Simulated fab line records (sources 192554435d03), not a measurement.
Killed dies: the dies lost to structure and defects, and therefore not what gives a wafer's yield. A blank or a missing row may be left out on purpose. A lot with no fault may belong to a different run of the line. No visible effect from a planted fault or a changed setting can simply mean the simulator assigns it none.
fab line records	flow n5Finfet
record: lots: 7	wafers: 21
route steps=1938 shown BEOL_M8@1348 BEOL_M9@1417 BEOL_M11@1536
startH: start of the lot's first displayed wafer, in hours after the record's first day	waitH: how many hours have passed since the lot's step before this one	" unchanged from the row above	L1.1+2: one row covering several wafers at once	- no value present, or no start provided	* or withheld: withheld	< > ~ a bound
route shown NAME@n: NAME is a module with steps in the file, n the number in the route of the first one	usual: mean/standard deviation taken from wafers without a fault	same: alike in all rows	chamber/n: place in a boat	sites: readings site by site	_std_site: standard deviation across them	_edge_site: inner sites' mean taken away from outer sites' mean	radiusMm: for every site, how far away it sits from the centre of the wafer	mask NAME#n: copy n	behind: the last tool/chamber to shape the wafer	hold: the reason the lot was held/the length of the hold in hours/how it ended	device: the transistor (n, p or np) that didn't switch	end of line: the tests these same wafers got at the end of their route	for a step that has no rows: nothing shown but its recipe	killed: not the wafer's yield, but the dies lost to structure and defects at the first sort	map: a wafer's dies, x killed, . not, _ none there
set.NAME: the setting the step ran with; set.NAME@STEP: the setting that earlier step ran with	model.NAME: the simulator's own value behind a step, which no gauge read
lots where settings were altered on purpose, with a table for each step and a row for each wafer
== steps ==
step: N5_BEOL_M8_DESCUM_16
recipe: chemistry: O2	timeS: 7.9	sourcePowerW: 50	biasPowerW: 20	pressureMtorr: 20	rfFrequencyHz: 2.712e+07	tempC: 40	resist: CAR-ArF	o2FlowSccm: 225
lot.wafer	tool	chamber	startH	waitH	set.timeS	model.CAR-ArF_of_BEOL_M8_COAT_05.thkNm
L081.1	rieDiel-06	0	270.96	0.3	7.9	83.4
L081.3	"	2	"	"	9.288	82.6
L081.6	"	3	"	"	7.9	83.6
L084.3	rieDiel-01	1	285.01	0.2	7.9	83.6
L084.4+6	"	3,2	"	"	7.9	83.8
L082.1+4	rieDiel-03	0,2	285.08	0.0	7.9	83.6
L082.5	"	0	"	"	7.9	83.8
L085.1	rieDiel-06	1	296.77	0.0	7.9	83.6
L085.3	"	3	"	"	7.154	84.2
L085.5	"	1	"	"	7.154	84
L088.4	rieDiel-01	0	308.84	0.0	9.604	82.4
L088.5	"	1	"	"	7.9	83.4
L088.6	"	2	"	"	7.9	83.2
L096.1+4	rieDiel-01	3,0	339.07	0.0	7.9	83.6
L096.2	"	2	"	"	9.277	82.8
L097.1	rieDiel-01	3	363.63	0.0	7.9	83.6
L097.4	"	0	"	"	7.9	83.4
L097.5	"	3	"	"	9.56	82.6
step: N5_BEOL_M8_ETCH_61
recipe: chemistry: CF4	target: SiARC	targetDepthA: 455	maskMaterial: CAR-ArF	timeS: 75.8	ionEnergyEv: 80	pressureMtorr: 40	sourceW: 545	biasW: 36	Ar_flow_sccm: 100	cf4FlowSccm: 100	ends: cleared
lot.wafer	tool	chamber	startH	waitH	set.timeS@BEOL_M8_DESCUM_16	model.CAR-ArF_of_BEOL_M8_COAT_05.thkNm
L081.1	rieDiel-06	0	270.99	0.0	7.9	50.8
L081.3	"	2	"	"	9.288	50.2
L081.6	"	3	"	"	7.9	51
L084.3+4	rieDiel-01	1,3	285.05	0.0	7.9	51
L084.6	"	2	"	"	7.9	51.2
L082.1	rieDiel-03	0	285.11	0.0	7.9	51
L082.4+5	"	2,0	"	"	7.9	51.2
L085.1	rieDiel-06	1	296.80	0.0	7.9	51
L085.3	"	3	"	"	7.154	51.6
L085.5	"	1	"	"	7.154	51.8
L088.4	rieDiel-01	0	308.88	0.0	9.604	50
L088.5	"	1	"	"	7.9	51
L088.6	"	2	"	"	7.9	50.6
L096.1	rieDiel-01	3	339.11	0.0	7.9	50.8
L096.2	"	2	"	"	9.277	50
L096.4	"	0	"	"	7.9	51
L097.1	rieDiel-01	3	363.66	0.0	7.9	51
L097.4	"	0	"	"	7.9	50.8
L097.5	"	3	"	"	9.56	50.2
step: N5_BEOL_M8_ETCH_62
recipe: chemistry: N2/H2	target: SOC	targetDepthA: 1100	overetchA: 220	maskMaterial: SiARC	tempC: 40	timeS: 165	ionEnergyEv: 200	pressureMtorr: 30	sourceW: 840	biasW: 150	n2FlowSccm: 200	h2FlowSccm: 200
lot.wafer	tool	chamber	startH	waitH	set.spinRpm@BEOL_M8_COAT_59	model.etch.depthNm
L081.1	rieDiel-06	0	271.05	0.0	1500	99.89
L081.3	"	2	"	"	1500	100.2
L081.6	"	3	"	"	1500	99.86
L084.3	rieDiel-01	1	285.10	0.0	1500	100.4
L084.4	"	3	"	"	1500	99.94
L084.6	"	2	"	"	1500	100.2
L082.1	rieDiel-03	0	285.17	0.0	1500	99.58
L082.4	"	2	"	"	1500	99.62
L082.5	"	0	"	"	1500	99.42
L085.1	rieDiel-06	1	296.86	0.0	1500	100.1
L085.3	"	3	"	"	1500	100
L085.5	"	1	"	"	1338	105.8
L088.4	rieDiel-01	0	308.93	0.0	1448	101.6
L088.5	"	1	"	"	1500	99.8
L088.6	"	2	"	"	1500	99.95
L096.1	rieDiel-01	3	339.16	0.0	1500	99.95
L096.2	"	2	"	"	1342	105.6
L096.4	"	0	"	"	1500	100.4
L097.1	rieDiel-01	3	363.72	0.0	1500	99.63
L097.4	"	0	"	"	1359	105.1
L097.5	"	3	"	"	1500	99.78
step: N5_BEOL_M9_DESCUM_16
recipe: chemistry: O2	timeS: 7.9	sourcePowerW: 50	biasPowerW: 20	pressureMtorr: 20	rfFrequencyHz: 2.712e+07	tempC: 40	resist: CAR-ArF	o2FlowSccm: 225
lot.wafer	tool	chamber	startH	waitH	set.timeS	model.CAR-ArF_of_BEOL_M9_COAT_05.thkNm
L081.1+6	rieDiel-02	0,3	280.23	0.1	7.9	83.4
L081.3	"	2	"	"	8.662	83.2
L084.3	rieDiel-04	3	294.65	0.0	9.237	82.6
L084.4	"	1	"	"	7.9	83.4
L084.6	"	2	"	"	7.9	83.2
L082.1	rieDiel-02	0	294.93	0.1	7.9	83.4
L082.4	"	3	"	"	7.9	83.2
L082.5	"	1	"	"	7.9	83.6
L085.1+3+5	rieDiel-05	0,2,1	304.05	0.3	7.9	83.6
L088.4+5	rieDiel-04	1,0	317.79	0.0	7.9	83.6
L088.6	"	3	"	"	7.9	83.4
L096.1+2+4	rieDiel-05	3,0,0	348.11	0.0	7.9	83.6
L097.1+5	rieDiel-02	0,3	372.89	0.6	7.9	83.2
L097.4	"	1	"	"	6.822	83.8
step: N5_BEOL_M9_ETCH_61
recipe: chemistry: CF4	target: SiARC	targetDepthA: 390	maskMaterial: CAR-ArF	timeS: 65	ionEnergyEv: 80	pressureMtorr: 40	sourceW: 545	biasW: 36	Ar_flow_sccm: 100	cf4FlowSccm: 100	ends: cleared
lot.wafer	tool	chamber	startH	waitH	set.timeS@BEOL_M9_DESCUM_16	model.CAR-ArF_of_BEOL_M9_COAT_05.thkNm
L081.1+6	rieDiel-02	0,3	280.26	0.0	7.9	55.4
L081.3	"	2	"	"	8.662	55.2
L084.3	rieDiel-04	3	294.69	0.0	9.237	54.4
L084.4	"	1	"	"	7.9	55.4
L084.6	"	2	"	"	7.9	55.2
L082.1	rieDiel-02	0	294.97	0.0	7.9	55.4
L082.4	"	3	"	"	7.9	55.2
L082.5	"	1	"	"	7.9	55.6
L085.1	rieDiel-05	0	304.08	0.0	7.9	55.8
L085.3	"	2	"	"	7.9	55.4
L085.5	"	1	"	"	7.9	55.6
L088.4	rieDiel-04	1	317.82	0.0	7.9	55.8
L088.5	"	0	"	"	7.9	55.6
L088.6	"	3	"	"	7.9	55.4
L096.1+2	rieDiel-05	3,0	348.15	0.0	7.9	55.6
L096.4	"	0	"	"	7.9	55.8
L097.1+5	rieDiel-02	0,3	372.92	0.0	7.9	55.2
L097.4	"	1	"	"	6.822	56
step: N5_BEOL_M9_COAT_63
recipe: resist: SOC	tempC: 250	timeS: 60	spinRpm: 1500	resistThkNm: 60
lot.wafer	tool	chamber	startH	waitH	set.spinRpm	model.SOC_of_BEOL_M9_COAT_63.thkNm
L081.1+6	lithoTrack-01	0	283.59	2.9	1573	58.6
L081.3	"	0	"	"	1500	60.2
L084.3	lithoTrack-01	0	295.30	0.0	1500	59.8
L084.4	"	0	"	"	1365	62.8
L084.6	"	0	"	"	1365	63
L082.1	lithoTrack-01	0	296.02	0.5	1500	59.8
L082.4+5	"	0	"	"	1500	60
L085.1+5	lithoTrack-05	0	306.86	2.3	1500	60.2
L085.3	"	0	"	"	1342	63.4
L088.4+5	lithoTrack-05	0	318.68	0.4	1500	59.6
L088.6	"	0	"	"	1391	62.2
L096.1	lithoTrack-05	0	348.70	0.1	1415	61.8
L096.2	"	0	"	"	1415	61.6
L096.4	"	0	"	"	1500	60
L097.1	lithoTrack-04	0	375.66	2.3	1454	60.4
L097.4+5	"	0	"	"	1500	59.6
step: N5_BEOL_M9_COAT_64
recipe: resist: SiARC	tempC: 220	timeS: 60	spinRpm: 1500	resistThkNm: 12
step: N5_BEOL_M9_COAT_75
recipe: resist: underlayer	tempC: 205	timeS: 60	spinRpm: 1500	resistThkNm: 5
step: N5_BEOL_M9_ETCH_76
recipe: chemistry: N2/H2	target: underlayer	targetDepthA: 65	maskMaterial: CAR-EUV	timeS: 5.2	ionEnergyEv: 200	pressureMtorr: 30	sourceW: 840	biasW: 150	n2FlowSccm: 200	h2FlowSccm: 200	ends: cleared
step: N5_BEOL_M9_ETCH_65
recipe: chemistry: CF4	target: SiARC	targetDepthA: 156	maskMaterial: CAR-EUV	timeS: 26	ionEnergyEv: 80	pressureMtorr: 40	sourceW: 545	biasW: 36	Ar_flow_sccm: 100	cf4FlowSccm: 100	ends: cleared
step: N5_BEOL_M9_ETCH_66
recipe: chemistry: N2/H2	target: SOC	targetDepthA: 800	overetchA: 160	maskMaterial: SiARC	tempC: 40	timeS: 120	ionEnergyEv: 200	pressureMtorr: 30	sourceW: 840	biasW: 150	n2FlowSccm: 200	h2FlowSccm: 200
lot.wafer	tool	chamber	startH	waitH	set.spinRpm@BEOL_M9_COAT_63	model.etch.depthNm
L081.1	rieDiel-04	2	284.06	0.0	1573	58.52
L081.3	"	1	"	"	1500	60.11
L081.6	"	2	"	"	1573	58.6
L084.3	rieDiel-04	1	295.77	0.0	1500	59.81
L084.4	"	0	"	"	1365	62.86
L084.6	"	3	"	"	1365	62.94
L082.1	rieDiel-04	2	296.53	0.0	1500	59.84
L082.4	"	1	"	"	1500	59.95
L082.5	"	1	"	"	1500	59.9
L085.1	rieDiel-04	1	307.32	0.0	1500	60.11
L085.3	"	3	"	"	1342	63.44
L085.5	"	1	"	"	1500	60.2
L088.4	rieDiel-02	1	319.19	0.0	1500	59.65
L088.5	"	3	"	"	1500	59.69
L088.6	"	2	"	"	1391	62.17
L096.1	rieDiel-05	3	349.21	0.0	1415	61.78
L096.2	"	2	"	"	1415	61.63
L096.4	"	0	"	"	1500	60.04
L097.1	rieDiel-02	3	376.30	0.0	1454	60.5
L097.4	"	1	"	"	1500	59.56
L097.5	"	3	"	"	1500	59.66
step: N5_BEOL_M9_STRIP_69
recipe: chemistry: N2/H2	tempC: 40	n2FlowSccm: 200	h2FlowSccm: 200	rfFrequencyHz: 6e+07
step: N5_BEOL_M9_STRIP_77
recipe: chemistry: N2/H2	tempC: 40	n2FlowSccm: 200	h2FlowSccm: 200	rfFrequencyHz: 6e+07
step: N5_BEOL_M9_VIA_ETCH_34
recipe: chemistry: C4F6/O2	target: SiCOH_lowk	targetDepthA: 1824	maskMaterial: SOC	taperDeg: 4	timeS: 68.4	ionEnergyEv: 250	pressureMtorr: 30	sourceW: 345	biasW: 185	Ar_flow_sccm: 300	C4F6_flow_sccm: 10	O2_flow_sccm: 10
lot.wafer	tool	chamber	startH	waitH	set.spinRpm@BEOL_M9_COAT_63	model.SOC_of_BEOL_M9_COAT_63.thkNm
L081.1+6	rieDiel-04	2	284.16	0.0	1573	49.6
L081.3	"	1	"	"	1500	51
L084.3	rieDiel-04	1	295.87	0.0	1500	50.8
L084.4+6	"	0,3	"	"	1365	53.8
L082.1+4+5	rieDiel-04	2,1,1	296.63	0.0	1500	51
L085.1+5	rieDiel-04	1	307.42	0.0	1500	51.2
L085.3	"	3	"	"	1342	54.2
L088.4+5	rieDiel-02	1,3	319.28	0.0	1500	50.6
L088.6	"	2	"	"	1391	53
L096.1	rieDiel-05	3	349.31	0.0	1415	53.2
L096.2	"	2	"	"	1415	52.6
L096.4	"	0	"	"	1500	51
L097.1	rieDiel-02	3	376.40	0.0	1454	51.4
L097.4	"	1	"	"	1500	50.4
L097.5	"	3	"	"	1500	50.6
step: N5_BEOL_M11_ILD_DEP_00
recipe: material: SiCOH_lowk	targetThkA: 3085.1	tempC: 300	precursor: DEMS/porogen	pressureTorr: 5	rfW: 500	timeS: 58
lot.wafer	tool	chamber	startH	waitH	set.timeS	model.SiCOH_lowk_of_BEOL_M11_ILD_DEP_00.thkNm
L081.1	pecvd-01	0	297.61	0.0	58	305
L081.3	"	2	"	"	65.19	343
L081.6	"	1	"	"	65.19	349.8
L084.3	pecvd-01	1	306.02	0.0	58	302
L084.4	"	2	"	"	58	310.4
L084.6	"	1	"	"	58	313.6
L082.1	pecvd-01	1	308.05	0.0	58	301.2
L082.4	"	2	"	"	58	307.4
L082.5	"	0	"	"	58	305.4
L085.1	pecvd-04	0	320.57	0.0	50.33	265.8
L085.3	"	1	"	"	58	303
L085.5	"	2	"	"	58	311
L088.4	pecvd-04	0	329.69	0.1	64.64	341
L088.5	"	1	"	"	58	309
L088.6	"	2	"	"	64.64	342
L096.1	pecvd-04	0	360.63	0.0	58	306
L096.2	"	2	"	"	58	304.2
L096.4	"	2	"	"	58	309
L097.1	pecvd-02	0	386.14	0.0	63.69	334.2
L097.4	"	0	"	"	63.69	339.4
L097.5	"	2	"	"	58	312.2
step: N5_BEOL_M11_CURE_71
recipe: tempC: 385	timeS: 240	ambient: He/Ar	material: SiCOH_lowk
lot.wafer	tool	chamber	startH	waitH	set.timeS@BEOL_M11_ILD_DEP_00	model.SiCOH_lowk_of_BEOL_M11_ILD_DEP_00.thkNm
L081.1	uvCure-01	2	297.69	0.0	58	264.8
L081.3	"	2	"	"	65.19	298.6
L081.6	"	2	"	"	65.19	304.6
L084.3	uvCure-03	1	306.26	0.2	58	262.4
L084.4	"	1	"	"	58	269.6
L084.6	"	1	"	"	58	272.6
L082.1	uvCure-03	2	308.49	0.4	58	261.4
L082.4	"	2	"	"	58	267
L082.5	"	2	"	"	58	265.2
L085.1	uvCure-02	0	320.64	0.0	50.33	230.4
L085.3	"	0	"	"	58	263
L085.5	"	0	"	"	58	270.2
L088.4	uvCure-01	1	329.98	0.3	64.64	296.8
L088.5	"	1	"	"	58	268.6
L088.6	"	1	"	"	64.64	297.6
L096.1	uvCure-02	0	360.70	0.0	58	265.8
L096.2	"	0	"	"	58	264.2
L096.4	"	0	"	"	58	268.4
L097.1	uvCure-03	1	386.25	0.1	63.69	290.8
L097.4	"	1	"	"	63.69	295.2
L097.5	"	1	"	"	58	271.2
step: N5_BEOL_M11_THK_MEAS_01
recipe: reads: SiCOH_lowk_of_BEOL_M11_ILD_DEP_00
usual: M11_ILD_THK: 267.0/3
lot.wafer	tool	chamber	startH	waitH	set.timeS@BEOL_M11_ILD_DEP_00	M11_ILD_THK[nm]
L081.1	filmMetro-02	-	298.20	0.4	58	265.0
L081.3	"	-	"	"	65.19	298.5
L081.6	"	-	"	"	65.19	304.7
L084.3	filmMetro-02	-	306.61	0.3	58	262.4
L084.4	"	-	"	"	58	269.5
L084.6	"	-	"	"	58	272.5
L082.1	filmMetro-02	-	309.01	0.4	58	261.3
L082.4	"	-	"	"	58	267.0
L082.5	"	-	"	"	58	265.4
L085.1	filmMetro-01	-	321.16	0.4	50.33	230.4
L085.3	"	-	"	"	58	262.9
L085.5	"	-	"	"	58	270.1
L088.4	filmMetro-02	-	330.25	0.2	64.64	296.7
L088.5	"	-	"	"	58	268.4
L088.6	"	-	"	"	64.64	297.8
L096.1	filmMetro-01	-	361.22	0.4	58	265.7
L096.2	"	-	"	"	58	264.1
L096.4	"	-	"	"	58	268.3
L097.1	filmMetro-01	-	386.76	0.4	63.69	290.7
L097.4	"	-	"	"	63.69	295.1
L097.5	"	-	"	"	58	271.4
step: N5_BEOL_M11_TRENCH_ETCH_37
recipe: chemistry: C4F6/O2	targetDepthA: 1488.3	target: SiCOH_lowk	timeS: 48	ionEnergyEv: 250	pressureMtorr: 30	sourceW: 345	biasW: 185	Ar_flow_sccm: 300	C4F6_flow_sccm: 10	O2_flow_sccm: 10
lot.wafer	tool	chamber	startH	waitH	set.timeS
L081.1	rieDiel-04	2	-	-	48
L081.3+6	"	1,3	"	"	41.89
L084.3+4+6	rieDiel-05	0,0,1	-	-	48
L082.1+4+5	rieDiel-04	2,0,1	-	-	48
L085.1+3	rieDiel-02	0,1	-	-	48
L085.5	"	1	"	"	43.18
L088.4+5+6	rieDiel-05	1,3,2	-	-	48
L096.1	rieDiel-05	3	-	-	51.01
L096.2+4	"	0	"	"	48
L097.1	rieDiel-05	0	-	-	45.05
L097.4+5	"	3,2	"	"	48
step: N5_BEOL_M11_DEGAS_44
recipe: ambient: vacuum	tempC: 250	timeS: 60
lot.wafer	tool	chamber	startH	waitH	set.tempC
L081.1+6	pvdSputter-02	-	303.41	0.3	250
L081.3	"	-	"	"	243.9
L084.3+4+6	pvdSputter-03	-	311.74	0.6	250
L082.1+4+5	pvdSputter-03	-	314.76	0.3	250
L085.1+3	pvdSputter-01	-	325.84	0.6	254.8
L085.5	"	-	"	"	250
L088.4+5+6	pvdSputter-02	-	334.88	0.3	250
L096.1+2+4	pvdSputter-02	-	365.38	0.4	250
L097.1+4+5	pvdSputter-01	-	394.46	0.3	250
step: N5_BEOL_M11_PRE_CLEAN_45
recipe: gas: H2/He	timeS: 30	tempC: 250
step: N5_BEOL_M11_ALD_74
recipe: material: TaN	targetThkA: 20	tempC: 275	aldPrecursorFamily: PDMAT	aldCoReactant: NH3	pressureTorr: 3	carrierFlowSccm: 1500	pulseTimeS: 2	purgeTimeS: 3	coReactantPurgeTimeS: 2	coReactantPulseTimeS: 3	aldCycles: 40	precursorVesselTempC: 75	precursorVesselPressureTorr: 26.25	precursorVesselCarrierSccm: 1000
step: N5_BEOL_M11_ECD_50
recipe: material: Cu	targetThkA: 3180
step: N5_BEOL_M11_ANNEAL_51
recipe: tempC: 225	timeS: 90	ambient: N2
step: N5_BEOL_M11_CMP_52
recipe: stopOn: SiCOH_lowk	tOverpolishS: 7	downForcePsi: 1	platenRpm: 50	clearingPlatenDownForcePsi: 1.5	clearingPlatenRpm: 50	postCmpClean: cuAlkaline	targetThkNm: 140	clearingPlatenPadVelocityMS: 0.99484	padVelocityMS: 0.99484
lot.wafer	tool	chamber	startH	waitH	set.timeS@BEOL_M11_TRENCH_ETCH_37	model.Cu_of_BEOL_M11_ECD_50.thkNm
L081.3	cmp-03	0	305.04	0.2	41.89	120.8
L081.1	"	2	"	"	48	141.8
L081.6	"	3	"	"	41.89	123.4
L084.4	cmp-02	1	314.75	0.2	48	138.8
L084.3	"	2	"	"	48	140.6
L084.6	"	0	"	"	48	140
L082.4	cmp-04	3	317.12	0.1	48	138.8
L082.1	"	1	"	"	48	138
L082.5	"	0	"	"	48	139.4
L085.1	cmp-03	2	327.26	0.3	48	141.2
L085.3	"	3	"	"	48	139
L085.5	"	1	"	"	43.18	124.4
L088.4	cmp-03	2	336.34	0.2	48	142.6
L088.5	"	1	"	"	48	136
L088.6	"	2	"	"	48	142.2
L096.1	cmp-04	0	366.98	0.3	51.01	145
L096.4	"	1	"	"	48	141.8
L096.2	"	3	"	"	48	142.4
L097.4	cmp-02	3	396.74	0.1	48	141.6
L097.1	"	0	"	"	45.05	130
L097.5	"	0	"	"	48	139.8
step: N5_BEOL_M11_THK_MEAS_53
recipe: thkMeasGauge: xrf	reads: Cu_of_BEOL_M11_ECD_50
usual: M11_THK: 141.6/2.4
lot.wafer	tool	chamber	startH	waitH	set.timeS@BEOL_M11_TRENCH_ETCH_37	M11_THK[nm]
L081.1	filmMetro-01	-	305.29	-	48	144.5
L081.3	"	-	"	"	41.89	123.0
L081.6	"	-	"	"	41.89	126.0
L084.3	filmMetro-01	-	314.97	-	48	143.7
L084.4	"	-	"	"	48	140.9
L084.6	"	-	"	"	48	142.5
L082.1	filmMetro-01	-	317.41	-	48	139.9
L082.4	"	-	"	"	48	140.7
L082.5	"	-	"	"	48	141.1
L085.1	filmMetro-02	-	327.48	-	48	142.7
L085.3	"	-	"	"	48	139.6
L085.5	"	-	"	"	43.18	125.2
L088.4	filmMetro-02	-	336.60	-	48	144.7
L088.5	"	-	"	"	48	137.5
L088.6	"	-	"	"	48	143.6
L096.1	filmMetro-01	-	367.27	-	51.01	147.3
L096.2	"	-	"	"	48	143.8
L096.4	"	-	"	"	48	143.0
L097.1	filmMetro-01	-	397.03	-	45.05	132.9
L097.4	"	-	"	"	48	144.7
L097.5	"	-	"	"	48	142.6
step: N5_BEOL_M11_PRE_CLEAN_55
recipe: gas: NH3	timeS: 15	tempC: withheld	rfPowerW: 300
step: N5_BEOL_M11_DEP_56
recipe: material: SiCN	targetThkA: 300	tempC: withheld	precursor: 3MS/NH3	pressureTorr: 3	rfW: 675	timeS: 10.5
step: N5_BEOL_M11_RS_MEAS_57
recipe: thkMeasGauge: four-point-probe	reads: Cu_of_BEOL_M11_ECD_50+Co_of_BEOL_M11_CVD_75+TaN_of_BEOL_M11_ALD_74
usual: M11_RS: 0.1507/0.0025
lot.wafer	tool	chamber	startH	waitH	set.timeS@BEOL_M11_TRENCH_ETCH_37	M11_RS[ohm/sq]
L081.1	filmMetro-02	-	305.43	0.0	48	0.1488
L081.3	"	-	"	"	41.89	0.1778
L081.6	"	-	"	"	41.89	0.1735
L084.3	filmMetro-01	-	315.09	0.0	48	0.1501
L084.4	"	-	"	"	48	0.1521
L084.6	"	-	"	"	48	0.1505
L082.1	filmMetro-02	-	317.54	0.0	48	0.1530
L082.4	"	-	"	"	48	0.1522
L082.5	"	-	"	"	48	0.1517
L085.1	filmMetro-02	-	327.60	0.0	48	0.1492
L085.3	"	-	"	"	48	0.1519
L085.5	"	-	"	"	43.18	0.1714
L088.4	filmMetro-01	-	336.72	0.0	48	0.1475
L088.5	"	-	"	"	48	0.1555
L088.6	"	-	"	"	48	0.1481
L096.1	filmMetro-01	-	367.40	0.0	51.01	0.1450
L096.2	"	-	"	"	48	0.1481
L096.4	"	-	"	"	48	0.1482
L097.1	filmMetro-02	-	397.16	0.0	45.05	0.1634
L097.4	"	-	"	"	48	0.1488
L097.5	"	-	"	"	48	0.1508
== key ==
split: step: N5_BEOL_M8_DESCUM_16	setting: timeS	stated: 7.9	by: wafer
response: step: N5_BEOL_M8_DESCUM_16	reading: model.CAR-ArF_of_BEOL_M8_COAT_05.thkNm	change: -0.0453	per: 1%	r: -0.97
response: step: N5_BEOL_M8_ETCH_61	reading: model.CAR-ArF_of_BEOL_M8_COAT_05.thkNm	change: -0.0414	per: 1%	r: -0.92
split: step: N5_BEOL_M9_DESCUM_16	setting: timeS	stated: 7.9	by: wafer
response: step: N5_BEOL_M9_DESCUM_16	reading: model.CAR-ArF_of_BEOL_M9_COAT_05.thkNm	change: -0.0388	per: 1%	r: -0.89
response: step: N5_BEOL_M9_ETCH_61	reading: model.CAR-ArF_of_BEOL_M9_COAT_05.thkNm	change: -0.0496	per: 1%	r: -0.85
split: step: N5_BEOL_M9_COAT_63	setting: spinRpm	stated: 1500	by: wafer
response: step: N5_BEOL_M9_COAT_63	reading: model.SOC_of_BEOL_M9_COAT_63.thkNm	change: -0.324	per: 1%	r: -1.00
response: step: N5_BEOL_M9_ETCH_66	reading: model.etch.depthNm	change: -0.324	per: 1%	r: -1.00
response: step: N5_BEOL_M9_VIA_ETCH_34	reading: model.SOC_of_BEOL_M9_COAT_63.thkNm	change: -0.311	per: 1%	r: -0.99
split: step: N5_BEOL_M11_ILD_DEP_00	setting: timeS	stated: 58	by: wafer
response: step: N5_BEOL_M11_ILD_DEP_00	reading: model.SiCOH_lowk_of_BEOL_M11_ILD_DEP_00.thkNm	change: +3.01	per: 1%	r: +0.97
response: step: N5_BEOL_M11_CURE_71	reading: model.SiCOH_lowk_of_BEOL_M11_ILD_DEP_00.thkNm	change: +2.66	per: 1%	r: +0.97
response: step: N5_BEOL_M11_THK_MEAS_01	reading: M11_ILD_THK	change: +2.65	per: 1%	r: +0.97
split: step: N5_BEOL_M11_TRENCH_ETCH_37	setting: timeS	stated: 48	by: wafer
response: step: N5_BEOL_M11_CMP_52	reading: model.Cu_of_BEOL_M11_ECD_50.thkNm	change: +1.45	per: 1%	r: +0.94
response: step: N5_BEOL_M11_THK_MEAS_53	reading: M11_THK	change: +1.48	per: 1%	r: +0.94
response: step: N5_BEOL_M11_RS_MEAS_57	reading: M11_RS	change: -0.00193	per: 1%	r: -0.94
split: step: N5_BEOL_M11_DEGAS_44	setting: tempC	stated: 250	by: wafer
response none clear
split outsideThisFile step=N5_BEOL_M8_COAT_59 setting=spinRpm
split outsideThisFile: this setting was split too, and the file shows its column; the key of that split is in another file
